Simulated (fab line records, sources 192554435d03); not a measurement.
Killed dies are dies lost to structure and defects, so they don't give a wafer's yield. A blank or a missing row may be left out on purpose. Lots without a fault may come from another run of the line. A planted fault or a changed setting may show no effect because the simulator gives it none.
Split-lot experiment | flow n5_finfet | 7 lots, 21 wafers read, on a route of 1938 steps

THE SPLIT
At N5_MOL_CONTACT_COAG_ALD_133 (deposits SiO2, target thk 5 nm, pulse time 1 s, co reactant pulse time 1 s), the setting ald_cycles was moved away from the recipe's 35 on 9 of the 21 wafers read, by -14.3% to +11.4%. The other wafers ran this setting at the recipe's value.

The reading is taken at the split's own step.

THE READING
SiO2_of_MOL_CONTACT_COAG_ALD_133.thk_nm (the simulator's own value, which no gauge read), in nm, at N5_MOL_CONTACT_COAG_ALD_133 (deposits SiO2, target thk 5 nm, pulse time 1 s, co reactant pulse time 1 s). The file gives no usual value for it.

wafer  | tool, chamber at the split | ald_cycles as run | against the recipe | SiO2_of_MOL_CONTACT_COAG_ALD_133.thk_nm, nm | against lot-mates on the recipe
L074.2 | ald_sin-01, 0,3,0          | 35                | recipe             | 5                                           | -
L074.4 | ald_sin-01, 0,3,0          | 35                | recipe             | 5                                           | -
L074.6 | ald_sin-01, 0,3,0          | 35                | recipe             | 5                                           | -
L075.1 | ald_sin-02, 2,0            | 30                | -14.3%             | 4.2                                         | no lot-mate on the recipe
L075.6 | ald_sin-02, 2,0            | 30                | -14.3%             | 4.2                                         | no lot-mate on the recipe
L075.3 | ald_sin-02, 1              | 30                | -14.3%             | 4.4                                         | no lot-mate on the recipe
L077.3 | ald_sin-01, 0,3,3          | 35                | recipe             | 5                                           | -
L077.4 | ald_sin-01, 0,3,3          | 35                | recipe             | 5                                           | -
L077.6 | ald_sin-01, 0,3,3          | 35                | recipe             | 5                                           | -
L082.1 | ald_sin-01, 1,0            | 37                | +5.7%              | 5.2                                         | +0.2
L082.2 | ald_sin-01, 1,0            | 37                | +5.7%              | 5.2                                         | +0.2
L082.3 | ald_sin-01, 3              | 35                | recipe             | 5                                           | -
L086.2 | ald_sin-01, 0              | 39                | +11.4%             | 5.6                                         | +0.6
L086.6 | ald_sin-01, 0              | 39                | +11.4%             | 5.6                                         | +0.6
L086.5 | ald_sin-01, 1              | 35                | recipe             | 5                                           | -
L090.1 | ald_sin-04, 2,1,2          | 35                | recipe             | 5                                           | -
L090.3 | ald_sin-04, 2,1,2          | 35                | recipe             | 5                                           | -
L090.5 | ald_sin-04, 2,1,2          | 35                | recipe             | 5                                           | -
L092.1 | ald_sin-04, 0,1            | 30                | -14.3%             | 4.2                                         | -0.8
L092.4 | ald_sin-04, 0,1            | 30                | -14.3%             | 4.2                                         | -0.8
L092.5 | ald_sin-04, 0              | 35                | recipe             | 5                                           | -
Where a row lists several chambers, the file gives one row for several wafers and doesn't say which wafer went through which chamber.

THE FIT
A straight line over all 21 wafers: SiO2_of_MOL_CONTACT_COAG_ALD_133.thk_nm changes by +0.0518 nm for each +1% of ald_cycles; r = +0.99; the points scatter about the line by 0.051 nm.
The same after taking each lot's own level away (the mean of its wafers on the recipe; 18 wafers): +0.053 nm for each +1%; r = +1.00; scatter 0.035 nm.
On that fit, the largest move of ald_cycles shifts the reading by 0.76 nm.
The lots' own levels span 5.00 to 5.00 nm.
So the lot-to-lot level changes the slope little: the two slopes agree.
Check: with one of the wafers moved furthest among these (-14.3%) left out of the fit, the line predicts -0.761 nm for it against its lot-mates. It came out at -0.8 nm against them.

OTHER SPLITS ON THESE WAFERS
These wafers also went through other splits before the reading. Each is held against what the fit with the lots' levels taken away leaves over:
other split on the same wafers        | wafers away from the commonest value | r with SiO2_of_MOL_CONTACT_COAG_ALD_133.thk_nm (lot level and that fit taken away)
N5_HKMG_FIN_ETCH_54 source_w          | 6                                    | -0.11
N5_HKMG_FIN_ETCH_58 source_w          | 6                                    | +0.14
N5_GATE_CUT_COAT_27 spin_rpm          | 7                                    | -0.33
N5_GATE_CUT_EXPOSE_10 dose_mj         | 8                                    | +0.04
N5_MOL_CONTACT_COAG_COAT_76 spin_rpm  | 3                                    | +0.24
N5_MOL_CONTACT_COAG_EXPOSE_81 dose_mj | 7                                    | -0.18

THE FILE'S OWN FIT
SiO2_of_MOL_CONTACT_COAG_ALD_133.thk_nm changes by +0.0529 nm for each +1% of ald_cycles, r = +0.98.
